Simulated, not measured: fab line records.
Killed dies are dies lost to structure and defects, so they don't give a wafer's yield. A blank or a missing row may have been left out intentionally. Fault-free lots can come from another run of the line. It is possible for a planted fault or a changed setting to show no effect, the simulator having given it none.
fab line records / flow n5Finfet
record: lots: 13 wafers: 37 lastDay: 18
route steps=1938 shown BEOL_M5@1179 BEOL_M6@1198 PASSIVATION@1936
lots untouched by any fault: they come from a run of this same line in which no faults occurred
startH: start of the lot's first displayed wafer, in hours after the record's first day / waitH: how many hours have passed since the lot's step before this one / " repeats the value in the row above / L1.1+2: one row covering several wafers at once / - no value, or no start given / * or withheld: withheld / < > ~ a bound
route shown NAME@n: NAME is a module with steps in the file, n the number in the route of the first one / usual: average and standard deviation across the fault-free wafers / same: alike in all rows / chamber/n: place in a boat / sites: readings site by site / _std_site: the standard deviation of these / _edge_site: the outer-site mean with the inner-site mean subtracted / radiusMm: how far each site lies from the wafer's centre / mask NAME#n: copy n / behind: the last tool/chamber to shape the wafer / hold: cause of the lot's hold/its duration in hours/its outcome / device: transistor that didn't switch, given as n, p or np / end of line: at the end of the route, the tests of the same wafers / for a step that has no rows: nothing shown but its recipe / killed: the dies lost at the first sort to structure and to defects; this is not the yield of the wafer / map: shows each die of a wafer: x if killed, . if not, _ if none is there
set.NAME: the setting as run; set.NAME@STEP: as run at that earlier step / model.NAME: the simulator's own value behind a step, which no gauge read
the route's steps for a sample of lots (tables are steps, rows are wafers)
services: a tool's chamber out of use, with start hour (startH, from the record's first day; less than 0 if before it), hours out, and reason
== steps ==
step: N5_BEOL_M5_SPUTTER_83
recipe: material: Cu targetThkA: 150 tempC: -20 chamberPressurePa: 0.07 powerW: withheld timeS: 27.62
usual: throttleValvePct: 30.1/0.97
lot.wafer=L659.2 tool=pvdSputter-02 chamber=- startH=186.99 waitH=0.5 throttleValvePct=29.9
lot.wafer=L659.3 tool=pvdSputter-02 chamber=- startH=186.99 waitH=0.5 throttleValvePct=31.0
lot.wafer=L659.5 tool=pvdSputter-02 chamber=- startH=186.99 waitH=0.5 throttleValvePct=28.3
lot.wafer=L660.3 tool=pvdSputter-02 chamber=- startH=193.45 waitH=0.5 throttleValvePct=30.2
lot.wafer=L660.4 tool=pvdSputter-02 chamber=- startH=193.45 waitH=0.5 throttleValvePct=30.3
lot.wafer=L660.6 tool=pvdSputter-02 chamber=- startH=193.45 waitH=0.5 throttleValvePct=30.3
lot.wafer=L661.1 tool=pvdSputter-02 chamber=- startH=205.36 waitH=0.5 throttleValvePct=31.2
lot.wafer=L661.2 tool=pvdSputter-02 chamber=- startH=205.36 waitH=0.5 throttleValvePct=28.4
lot.wafer=L661.6 tool=pvdSputter-02 chamber=- startH=205.36 waitH=0.5 throttleValvePct=30.1
lot.wafer=L662.3 tool=pvdSputter-01 chamber=- startH=205.46 waitH=0.5 throttleValvePct=30.9
lot.wafer=L662.4 tool=pvdSputter-01 chamber=- startH=205.46 waitH=0.5 throttleValvePct=30.1
lot.wafer=L662.5 tool=pvdSputter-01 chamber=- startH=205.46 waitH=0.5 throttleValvePct=30.5
lot.wafer=L663.1 tool=pvdSputter-03 chamber=- startH=205.75 waitH=0.5 throttleValvePct=30.3
lot.wafer=L663.4 tool=pvdSputter-03 chamber=- startH=205.75 waitH=0.5 throttleValvePct=30.4
lot.wafer=L665.1 tool=pvdSputter-03 chamber=- startH=220.85 waitH=0.5 throttleValvePct=30.1
lot.wafer=L665.6 tool=pvdSputter-03 chamber=- startH=220.85 waitH=0.5 throttleValvePct=30.2
lot.wafer=L668.2 tool=pvdSputter-02 chamber=- startH=237.50 waitH=0.5 throttleValvePct=30.3
lot.wafer=L668.3 tool=pvdSputter-02 chamber=- startH=237.50 waitH=0.5 throttleValvePct=31.1
lot.wafer=L668.4 tool=pvdSputter-02 chamber=- startH=237.50 waitH=0.5 throttleValvePct=28.3
lot.wafer=L667.2 tool=pvdSputter-03 chamber=- startH=239.59 waitH=0.5 throttleValvePct=30.3
lot.wafer=L667.4 tool=pvdSputter-03 chamber=- startH=239.59 waitH=0.5 throttleValvePct=30.0
lot.wafer=L667.5 tool=pvdSputter-03 chamber=- startH=239.59 waitH=0.5 throttleValvePct=30.2
lot.wafer=L669.4 tool=pvdSputter-02 chamber=- startH=253.98 waitH=0.5 throttleValvePct=28.5
lot.wafer=L669.5 tool=pvdSputter-02 chamber=- startH=253.98 waitH=0.5 throttleValvePct=29.9
lot.wafer=L669.6 tool=pvdSputter-02 chamber=- startH=253.98 waitH=0.5 throttleValvePct=28.1
lot.wafer=L674.1 tool=pvdSputter-02 chamber=- startH=276.92 waitH=0.5 throttleValvePct=28.4
lot.wafer=L674.2 tool=pvdSputter-02 chamber=- startH=276.92 waitH=0.5 throttleValvePct=31.3
lot.wafer=L674.6 tool=pvdSputter-02 chamber=- startH=276.92 waitH=0.5 throttleValvePct=31.0
lot.wafer=L675.1 tool=pvdSputter-03 chamber=- startH=279.10 waitH=0.5 throttleValvePct=30.1
lot.wafer=L675.2 tool=pvdSputter-03 chamber=- startH=279.10 waitH=0.5 throttleValvePct=31.1
lot.wafer=L675.4 tool=pvdSputter-03 chamber=- startH=279.10 waitH=0.5 throttleValvePct=30.1
lot.wafer=L680.4 tool=pvdSputter-01 chamber=- startH=317.19 waitH=0.5 throttleValvePct=31.0
lot.wafer=L680.5 tool=pvdSputter-01 chamber=- startH=317.19 waitH=0.5 throttleValvePct=30.1
lot.wafer=L680.6 tool=pvdSputter-01 chamber=- startH=317.19 waitH=0.5 throttleValvePct=31.1
lot.wafer=L679.1 tool=pvdSputter-02 chamber=- startH=321.02 waitH=0.5 throttleValvePct=31.3
lot.wafer=L679.3 tool=pvdSputter-02 chamber=- startH=321.02 waitH=0.5 throttleValvePct=30.3
lot.wafer=L679.5 tool=pvdSputter-02 chamber=- startH=321.02 waitH=0.5 throttleValvePct=31.0
step: N5_BEOL_M5_INSPECT_58
recipe: inspectInstrument: darkfield mode: postDep
usual: rawDefectCount: 73/26
lot.wafer=L659.2 tool=defectInspect-02 chamber=- startH=190.32 waitH=0.0 rawDefectCount=60
lot.wafer=L659.3 tool=defectInspect-02 chamber=- startH=190.32 waitH=0.0 rawDefectCount=86
lot.wafer=L659.5 tool=defectInspect-02 chamber=- startH=190.32 waitH=0.0 rawDefectCount=46
lot.wafer=L660.3 tool=defectInspect-02 chamber=- startH=196.73 waitH=0.0 rawDefectCount=46
lot.wafer=L660.4 tool=defectInspect-02 chamber=- startH=196.73 waitH=0.0 rawDefectCount=55
lot.wafer=L660.6 tool=defectInspect-02 chamber=- startH=196.73 waitH=0.0 rawDefectCount=64
lot.wafer=L661.1 tool=defectInspect-02 chamber=- startH=208.63 waitH=0.0 rawDefectCount=56
lot.wafer=L661.2 tool=defectInspect-02 chamber=- startH=208.63 waitH=0.0 rawDefectCount=70
lot.wafer=L661.6 tool=defectInspect-02 chamber=- startH=208.63 waitH=0.0 rawDefectCount=102
lot.wafer=L662.3 tool=defectInspect-01 chamber=- startH=208.90 waitH=0.0 rawDefectCount=67
lot.wafer=L662.4 tool=defectInspect-01 chamber=- startH=208.90 waitH=0.0 rawDefectCount=69
lot.wafer=L662.5 tool=defectInspect-01 chamber=- startH=208.90 waitH=0.0 rawDefectCount=75
lot.wafer=L663.1 tool=defectInspect-01 chamber=- startH=209.29 waitH=0.0 rawDefectCount=49
lot.wafer=L663.4 tool=defectInspect-01 chamber=- startH=209.29 waitH=0.0 rawDefectCount=50
lot.wafer=L665.1 tool=defectInspect-02 chamber=- startH=224.11 waitH=0.0 rawDefectCount=66
lot.wafer=L665.6 tool=defectInspect-02 chamber=- startH=224.11 waitH=0.0 rawDefectCount=114
lot.wafer=L668.2 tool=defectInspect-02 chamber=- startH=241.26 waitH=0.0 rawDefectCount=51
lot.wafer=L668.3 tool=defectInspect-02 chamber=- startH=241.26 waitH=0.0 rawDefectCount=74
lot.wafer=L668.4 tool=defectInspect-02 chamber=- startH=241.26 waitH=0.0 rawDefectCount=52
lot.wafer=L667.2 tool=defectInspect-01 chamber=- startH=243.15 waitH=0.0 rawDefectCount=31
lot.wafer=L667.4 tool=defectInspect-01 chamber=- startH=243.15 waitH=0.0 rawDefectCount=45
lot.wafer=L667.5 tool=defectInspect-01 chamber=- startH=243.15 waitH=0.0 rawDefectCount=29
lot.wafer=L669.4 tool=defectInspect-02 chamber=- startH=257.24 waitH=0.0 rawDefectCount=103
lot.wafer=L669.5 tool=defectInspect-02 chamber=- startH=257.24 waitH=0.0 rawDefectCount=97
lot.wafer=L669.6 tool=defectInspect-02 chamber=- startH=257.24 waitH=0.0 rawDefectCount=85
lot.wafer=L674.1 tool=defectInspect-02 chamber=- startH=280.23 waitH=0.0 rawDefectCount=102
lot.wafer=L674.2 tool=defectInspect-02 chamber=- startH=280.23 waitH=0.0 rawDefectCount=83
lot.wafer=L674.6 tool=defectInspect-02 chamber=- startH=280.23 waitH=0.0 rawDefectCount=83
lot.wafer=L675.1 tool=defectInspect-01 chamber=- startH=282.86 waitH=0.0 rawDefectCount=67
lot.wafer=L675.2 tool=defectInspect-01 chamber=- startH=282.86 waitH=0.0 rawDefectCount=53
lot.wafer=L675.4 tool=defectInspect-01 chamber=- startH=282.86 waitH=0.0 rawDefectCount=78
lot.wafer=L680.4 tool=defectInspect-02 chamber=- startH=322.54 waitH=0.0 rawDefectCount=70
lot.wafer=L680.5 tool=defectInspect-02 chamber=- startH=322.54 waitH=0.0 rawDefectCount=37
lot.wafer=L680.6 tool=defectInspect-02 chamber=- startH=322.54 waitH=0.0 rawDefectCount=77
lot.wafer=L679.1 tool=defectInspect-02 chamber=- startH=325.00 waitH=0.0 rawDefectCount=52
lot.wafer=L679.3 tool=defectInspect-02 chamber=- startH=325.00 waitH=0.0 rawDefectCount=69
lot.wafer=L679.5 tool=defectInspect-02 chamber=- startH=325.00 waitH=0.0 rawDefectCount=42
step: N5_BEOL_M6_HM_DEP_02
recipe: material: TiN targetThkA: 200 tempC: 25 chamberPressurePa: 0.49996
usual: throttleValvePct: 30.1/0.9
lot.wafer=L659.2 tool=pvdSputter-03 chamber=- startH=193.15 waitH=2.1 throttleValvePct=30.7
lot.wafer=L659.3 tool=pvdSputter-03 chamber=- startH=193.15 waitH=2.1 throttleValvePct=30.5
lot.wafer=L659.5 tool=pvdSputter-03 chamber=- startH=193.15 waitH=2.1 throttleValvePct=30.3
lot.wafer=L660.3 tool=pvdSputter-02 chamber=- startH=198.11 waitH=0.7 throttleValvePct=31.2
lot.wafer=L660.4 tool=pvdSputter-02 chamber=- startH=198.11 waitH=0.7 throttleValvePct=30.4
lot.wafer=L660.6 tool=pvdSputter-02 chamber=- startH=198.11 waitH=0.7 throttleValvePct=29.8
lot.wafer=L661.1 tool=pvdSputter-02 chamber=- startH=209.73 waitH=0.4 throttleValvePct=31.0
lot.wafer=L661.2 tool=pvdSputter-02 chamber=- startH=209.73 waitH=0.4 throttleValvePct=30.0
lot.wafer=L661.6 tool=pvdSputter-02 chamber=- startH=209.73 waitH=0.4 throttleValvePct=29.8
lot.wafer=L662.3 tool=pvdSputter-03 chamber=- startH=211.33 waitH=1.7 throttleValvePct=30.1
lot.wafer=L662.4 tool=pvdSputter-03 chamber=- startH=211.33 waitH=1.7 throttleValvePct=30.1
lot.wafer=L662.5 tool=pvdSputter-03 chamber=- startH=211.33 waitH=1.7 throttleValvePct=30.2
lot.wafer=L663.1 tool=pvdSputter-03 chamber=- startH=211.51 waitH=1.5 throttleValvePct=30.5
lot.wafer=L663.4 tool=pvdSputter-03 chamber=- startH=211.51 waitH=1.5 throttleValvePct=30.3
lot.wafer=L665.1 tool=pvdSputter-02 chamber=- startH=227.08 waitH=1.8 throttleValvePct=29.9
lot.wafer=L665.6 tool=pvdSputter-02 chamber=- startH=227.08 waitH=1.8 throttleValvePct=29.8
lot.wafer=L668.2 tool=pvdSputter-02 chamber=- startH=242.75 waitH=0.8 throttleValvePct=30.2
lot.wafer=L668.3 tool=pvdSputter-02 chamber=- startH=242.75 waitH=0.8 throttleValvePct=31.1
lot.wafer=L668.4 tool=pvdSputter-02 chamber=- startH=242.75 waitH=0.8 throttleValvePct=28.0
lot.wafer=L667.2 tool=pvdSputter-02 chamber=- startH=246.83 waitH=3.0 throttleValvePct=28.3
lot.wafer=L667.4 tool=pvdSputter-02 chamber=- startH=246.83 waitH=3.0 throttleValvePct=29.7
lot.wafer=L667.5 tool=pvdSputter-02 chamber=- startH=246.83 waitH=3.0 throttleValvePct=29.7
lot.wafer=L669.4 tool=pvdSputter-03 chamber=- startH=260.76 waitH=2.8 throttleValvePct=30.1
lot.wafer=L669.5 tool=pvdSputter-03 chamber=- startH=260.76 waitH=2.8 throttleValvePct=30.5
lot.wafer=L669.6 tool=pvdSputter-03 chamber=- startH=260.76 waitH=2.8 throttleValvePct=30.1
lot.wafer=L674.1 tool=pvdSputter-01 chamber=- startH=281.51 waitH=0.6 throttleValvePct=30.1
lot.wafer=L674.2 tool=pvdSputter-01 chamber=- startH=281.51 waitH=0.6 throttleValvePct=30.6
lot.wafer=L674.6 tool=pvdSputter-01 chamber=- startH=281.51 waitH=0.6 throttleValvePct=29.9
lot.wafer=L675.1 tool=pvdSputter-02 chamber=- startH=284.45 waitH=0.9 throttleValvePct=29.9
lot.wafer=L675.2 tool=pvdSputter-02 chamber=- startH=284.45 waitH=0.9 throttleValvePct=31.4
lot.wafer=L675.4 tool=pvdSputter-02 chamber=- startH=284.45 waitH=0.9 throttleValvePct=28.3
lot.wafer=L680.4 tool=pvdSputter-01 chamber=- startH=324.31 waitH=0.5 throttleValvePct=30.6
lot.wafer=L680.5 tool=pvdSputter-01 chamber=- startH=324.31 waitH=0.5 throttleValvePct=30.9
lot.wafer=L680.6 tool=pvdSputter-01 chamber=- startH=324.31 waitH=0.5 throttleValvePct=29.7
lot.wafer=L679.1 tool=pvdSputter-03 chamber=- startH=327.53 waitH=0.1 throttleValvePct=30.5
lot.wafer=L679.3 tool=pvdSputter-03 chamber=- startH=327.53 waitH=0.1 throttleValvePct=30.4
lot.wafer=L679.5 tool=pvdSputter-03 chamber=- startH=327.53 waitH=0.1 throttleValvePct=30.5
step: N5_BEOL_M6_COAT_05
recipe: resist: CAR-ArF spinRpm: 1500 resistThkNm: 90
usual: chillPlateTempC: 23.01/0.11 spinSpeedRpm: 1499.8/1.1
lot.wafer=L659.2 tool=lithoTrack-01 chamber=0 startH=193.28 waitH=- chillPlateTempC=22.99 spinSpeedRpm=1500.3
lot.wafer=L659.3 tool=lithoTrack-01 chamber=0 startH=193.28 waitH=- chillPlateTempC=23.02 spinSpeedRpm=1500.5
lot.wafer=L659.5 tool=lithoTrack-01 chamber=0 startH=193.28 waitH=- chillPlateTempC=22.89 spinSpeedRpm=1500.1
lot.wafer=L660.3 tool=lithoTrack-01 chamber=0 startH=198.24 waitH=- chillPlateTempC=22.91 spinSpeedRpm=1499.7
lot.wafer=L660.4 tool=lithoTrack-01 chamber=0 startH=198.24 waitH=- chillPlateTempC=22.91 spinSpeedRpm=1498.8
lot.wafer=L660.6 tool=lithoTrack-01 chamber=0 startH=198.24 waitH=- chillPlateTempC=22.99 spinSpeedRpm=1500.2
lot.wafer=L661.1 tool=lithoTrack-01 chamber=0 startH=209.86 waitH=- chillPlateTempC=23.00 spinSpeedRpm=1501.3
lot.wafer=L661.2 tool=lithoTrack-01 chamber=0 startH=209.86 waitH=- chillPlateTempC=22.92 spinSpeedRpm=1500.6
lot.wafer=L661.6 tool=lithoTrack-01 chamber=0 startH=209.86 waitH=- chillPlateTempC=22.97 spinSpeedRpm=1499.4
lot.wafer=L662.3 tool=lithoTrack-02 chamber=0 startH=211.46 waitH=- chillPlateTempC=23.08 spinSpeedRpm=1498.7
lot.wafer=L662.4 tool=lithoTrack-02 chamber=0 startH=211.46 waitH=- chillPlateTempC=23.19 spinSpeedRpm=1501.8
lot.wafer=L662.5 tool=lithoTrack-02 chamber=0 startH=211.46 waitH=- chillPlateTempC=23.11 spinSpeedRpm=1498.1
lot.wafer=L663.1 tool=lithoTrack-01 chamber=0 startH=211.64 waitH=- chillPlateTempC=22.75 spinSpeedRpm=1498.7
lot.wafer=L663.4 tool=lithoTrack-01 chamber=0 startH=211.64 waitH=- chillPlateTempC=22.76 spinSpeedRpm=1497.7
lot.wafer=L665.1 tool=lithoTrack-02 chamber=0 startH=227.21 waitH=- chillPlateTempC=22.94 spinSpeedRpm=1500.0
lot.wafer=L665.6 tool=lithoTrack-02 chamber=0 startH=227.21 waitH=- chillPlateTempC=23.01 spinSpeedRpm=1497.6
lot.wafer=L668.2 tool=lithoTrack-02 chamber=0 startH=242.88 waitH=- chillPlateTempC=23.00 spinSpeedRpm=1498.8
lot.wafer=L668.3 tool=lithoTrack-02 chamber=0 startH=242.88 waitH=- chillPlateTempC=23.02 spinSpeedRpm=1498.9
lot.wafer=L668.4 tool=lithoTrack-02 chamber=0 startH=242.88 waitH=- chillPlateTempC=23.08 spinSpeedRpm=1500.2
lot.wafer=L667.2 tool=lithoTrack-03 chamber=0 startH=246.96 waitH=- chillPlateTempC=23.07 spinSpeedRpm=1500.0
lot.wafer=L667.4 tool=lithoTrack-03 chamber=0 startH=246.96 waitH=- chillPlateTempC=22.99 spinSpeedRpm=1498.0
lot.wafer=L667.5 tool=lithoTrack-03 chamber=0 startH=246.96 waitH=- chillPlateTempC=22.95 spinSpeedRpm=1499.3
lot.wafer=L669.4 tool=lithoTrack-03 chamber=0 startH=260.89 waitH=- chillPlateTempC=23.06 spinSpeedRpm=1499.0
lot.wafer=L669.5 tool=lithoTrack-03 chamber=0 startH=260.89 waitH=- chillPlateTempC=22.87 spinSpeedRpm=1501.7
lot.wafer=L669.6 tool=lithoTrack-03 chamber=0 startH=260.89 waitH=- chillPlateTempC=22.98 spinSpeedRpm=1498.4
lot.wafer=L674.1 tool=lithoTrack-02 chamber=0 startH=281.66 waitH=- chillPlateTempC=23.07 spinSpeedRpm=1718.2
lot.wafer=L674.2 tool=lithoTrack-02 chamber=0 startH=281.66 waitH=- chillPlateTempC=23.06 spinSpeedRpm=1718.2
lot.wafer=L674.6 tool=lithoTrack-02 chamber=0 startH=281.66 waitH=- chillPlateTempC=23.11 spinSpeedRpm=1719.5
lot.wafer=L675.1 tool=lithoTrack-02 chamber=0 startH=284.58 waitH=- chillPlateTempC=22.94 spinSpeedRpm=1719.4
lot.wafer=L675.2 tool=lithoTrack-02 chamber=0 startH=284.58 waitH=- chillPlateTempC=23.09 spinSpeedRpm=1718.9
lot.wafer=L675.4 tool=lithoTrack-02 chamber=0 startH=284.58 waitH=- chillPlateTempC=23.03 spinSpeedRpm=1719.6
lot.wafer=L680.4 tool=lithoTrack-01 chamber=0 startH=324.39 waitH=- chillPlateTempC=23.13 spinSpeedRpm=1499.0
lot.wafer=L680.5 tool=lithoTrack-01 chamber=0 startH=324.39 waitH=- chillPlateTempC=23.08 spinSpeedRpm=1499.8
lot.wafer=L680.6 tool=lithoTrack-01 chamber=0 startH=324.39 waitH=- chillPlateTempC=23.03 spinSpeedRpm=1499.0
lot.wafer=L679.1 tool=lithoTrack-01 chamber=0 startH=327.66 waitH=- chillPlateTempC=22.99 spinSpeedRpm=1499.6
lot.wafer=L679.3 tool=lithoTrack-01 chamber=0 startH=327.66 waitH=- chillPlateTempC=22.84 spinSpeedRpm=1501.7
lot.wafer=L679.5 tool=lithoTrack-01 chamber=0 startH=327.66 waitH=- chillPlateTempC=23.00 spinSpeedRpm=1500.9
step: N5_PASSIVATION_PROBE_49
usual: defectLimitedYield: 91.1/1.4 killed_at_M0_to_M3: 34/11 killed_at_M4_up: 14/5.6 killedAtContacts: 13/5.9 killedAtFrontEnd: 40/11 killedAtOther: 4/3.1 killedDies: 105/16 killedOpen: 68/11 killedShort: 34/8.4 sort_bin_5_function: 5.2/0.86 sort_bin_6_memory: 3.2/0.7 sort_bin_8_speed: 0.1/1.1 sortNPass: 1074/21 sortYieldPct: 91.0/1.8
same: grossDies: 1180 killedAtBackSide: 0 sort_bin_4_leakage[%]: 0
lot.wafer=L665.1 tool=prober-01 chamber=- startH=317.45 waitH=0.0 defectLimitedYield[%]=91.4 killed_at_M0_to_M3=38 killed_at_M4_up=10 killedAtContacts=7 killedAtFrontEnd=40 killedAtOther=6 killedDies=101 killedOpen=67 killedShort=34 sort_bin_5_function[%]=5.5 sort_bin_6_memory[%]=2.6 sort_bin_8_speed[%]=0 sortNPass=1079 sortYieldPct[%]=91.4
lot.wafer=L665.6 tool=prober-01 chamber=- startH=317.70 waitH=0.3 defectLimitedYield[%]=91.5 killed_at_M0_to_M3=25 killed_at_M4_up=10 killedAtContacts=13 killedAtFrontEnd=50 killedAtOther=2 killedDies=100 killedOpen=56 killedShort=41 sort_bin_5_function[%]=4.9 sort_bin_6_memory[%]=3.1 sort_bin_8_speed[%]=0 sortNPass=1080 sortYieldPct[%]=91.5
lot.wafer=L679.1 tool=prober-02 chamber=- startH=429.63 waitH=1.2 defectLimitedYield[%]=90.7 killed_at_M0_to_M3=27 killed_at_M4_up=10 killedAtContacts=8 killedAtFrontEnd=63 killedAtOther=2 killedDies=110 killedOpen=65 killedShort=45 sort_bin_5_function[%]=5.5 sort_bin_6_memory[%]=3.5 sort_bin_8_speed[%]=0 sortNPass=1070 sortYieldPct[%]=90.7
lot.wafer=L679.3 tool=prober-02 chamber=- startH=429.73 waitH=1.3 defectLimitedYield[%]=92.8 killed_at_M0_to_M3=32 killed_at_M4_up=12 killedAtContacts=11 killedAtFrontEnd=28 killedAtOther=2 killedDies=85 killedOpen=57 killedShort=26 sort_bin_5_function[%]=4.6 sort_bin_6_memory[%]=2.2 sort_bin_8_speed[%]=0 sortNPass=1095 sortYieldPct[%]=92.8
lot.wafer=L679.5 tool=prober-02 chamber=- startH=429.83 waitH=1.4 defectLimitedYield[%]=91.0 killed_at_M0_to_M3=26 killed_at_M4_up=21 killedAtContacts=11 killedAtFrontEnd=43 killedAtOther=5 killedDies=106 killedOpen=65 killedShort=39 sort_bin_5_function[%]=5.6 sort_bin_6_memory[%]=2.9 sort_bin_8_speed[%]=0 sortNPass=1074 sortYieldPct[%]=91.0
lot.wafer=L680.4 tool=prober-02 chamber=- startH=430.08 waitH=1.6 defectLimitedYield[%]=89.7 killed_at_M0_to_M3=26 killed_at_M4_up=21 killedAtContacts=23 killedAtFrontEnd=50 killedAtOther=2 killedDies=122 killedOpen=86 killedShort=36 sort_bin_5_function[%]=6.6 sort_bin_6_memory[%]=3.5 sort_bin_8_speed[%]=0 sortNPass=1058 sortYieldPct[%]=89.7
lot.wafer=L680.5 tool=prober-02 chamber=- startH=430.13 waitH=1.6 defectLimitedYield[%]=91.8 killed_at_M0_to_M3=42 killed_at_M4_up=19 killedAtContacts=11 killedAtFrontEnd=23 killedAtOther=2 killedDies=97 killedOpen=73 killedShort=24 sort_bin_5_function[%]=5.4 sort_bin_6_memory[%]=2.7 sort_bin_8_speed[%]=0 sortNPass=1083 sortYieldPct[%]=91.8
lot.wafer=L680.6 tool=prober-02 chamber=- startH=430.18 waitH=1.7 defectLimitedYield[%]=90.3 killed_at_M0_to_M3=30 killed_at_M4_up=31 killedAtContacts=7 killedAtFrontEnd=40 killedAtOther=6 killedDies=114 killedOpen=85 killedShort=27 sort_bin_5_function[%]=5.5 sort_bin_6_memory[%]=3.9 sort_bin_8_speed[%]=0 sortNPass=1066 sortYieldPct[%]=90.3
killed by level:class
L665.1 FIN_SAQP:geometricParticle:open=14 BEOL_M1:geometricParticle:open=11 BEOL_M4:geometricParticle:open=9 FIN_SAQP:geometricParticle:short=8 MOL_CONTACT_COAG:geometricParticle:open=6 BEOL_M0_SAQP:geometricParticle:short=5 BEOL_M0_SAQP:geometricParticle:open=5 BEOL_M1:geometricParticle:short=4
L665.6 FIN_SAQP:geometricParticle:short=19 FIN_SAQP:geometricParticle:open=13 MOL_CONTACT_COAG:geometricParticle:open=10 BEOL_M0:geometricParticle:open=6 BEOL_M4:geometricParticle:open=6 GATE_CUT:geometricParticle:short=4 BEOL_M0_SAQP:geometricParticle:short=4 BEOL_M0_SAQP:geometricParticle:open=4
L679.1 FIN_SAQP:geometricParticle:open=19 FIN_SAQP:geometricParticle:short=15 DUMMY_GATE:geometricParticle:open=7 BEOL_M0_SAQP:geometricParticle:open=7 MOL_CONTACT_COAG:geometricParticle:short=6 BEOL_M2:geometricParticle:open=6 STI_FIN_REVEAL:geometricParticle:open=5 GATE_CUT:geometricParticle:short=4
L679.3 BEOL_M0_SAQP:geometricParticle:open=9 BEOL_M3:geometricParticle:open=7 BEOL_M2:geometricParticle:open=6 MOL_CONTACT_COAG:geometricParticle:open=5 BEOL_M0_SAQP:geometricParticle:short=5 FIN_SAQP:geometricParticle:open=4 MOL_CONTACT_COAG:geometricParticle:short=4 STI_FIN_REVEAL:geometricParticle:open=4
L679.5 DUMMY_GATE:geometricParticle:open=10 FIN_SAQP:geometricParticle:short=8 MOL_CONTACT_COAG:geometricParticle:open=8 BEOL_M0_SAQP:geometricParticle:short=6 BEOL_M4:geometricParticle:open=6 BEOL_M1:geometricParticle:open=5 BEOL_M1:geometricParticle:short=5 BEOL_M5:geometricParticle:open=5
L680.4 MOL_CONTACT_COAG:geometricParticle:open=16 FIN_SAQP:geometricParticle:open=13 STI_FIN_REVEAL:geometricParticle:open=11 BEOL_M4:geometricParticle:open=11 BEOL_M0_SAQP:geometricParticle:open=9 MOL_CONTACT_COAG:geometricParticle:short=7 GATE_CUT:geometricParticle:open=5 BEOL_M0_SAQP:geometricParticle:short=5
L680.5 BEOL_M3:geometricParticle:open=12 FIN_SAQP:geometricParticle:open=9 BEOL_M0_SAQP:geometricParticle:open=9 MOL_CONTACT_COAG:geometricParticle:open=8 BEOL_M0_SAQP:geometricParticle:short=7 BEOL_M2:geometricParticle:open=6 BEOL_M4:geometricParticle:open=6 BEOL_M1:geometricParticle:open=4
L680.6 BEOL_M4:geometricParticle:open=18 STI_FIN_REVEAL:geometricParticle:open=18 BEOL_M3:geometricParticle:open=7 MOL_CONTACT_COAG:geometricParticle:open=6 BEOL_M0_SAQP:geometricParticle:short=6 FIN_SAQP:geometricParticle:open=5 ILD0:geometricParticle:open=5 BEOL_M5:geometricParticle:open=5
== services ==
tool=pvdSputter-02 chamber=- startH=177.90 hours=0.7 kind=repair
tool=lithoTrack-01 chamber=- startH=268.00 hours=- kind=consumableReplace:filter
== key ==
firstSign: step: N5_BEOL_M6_COAT_05 reading: spinSpeedRpm direction: up sigmas: 99+ usual: * struck: *
effect none on later readings
metAt N5_BEOL_M6_COAT_05
struckLots L674,L675
notActingAt N5_BEOL_M5_SPUTTER_83,N5_BEOL_M5_INSPECT_58,N5_BEOL_M6_HM_DEP_02
onsetBetween 242.88 281.66
fault: kind: processParameterDrift tool: lithoTrack-02 chamber: - onsetH: 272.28 steps: N5_BEOL_M6_COAT_05 channel: spinRpm offset: * shape: step endH: 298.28 actsIn: * stated: *
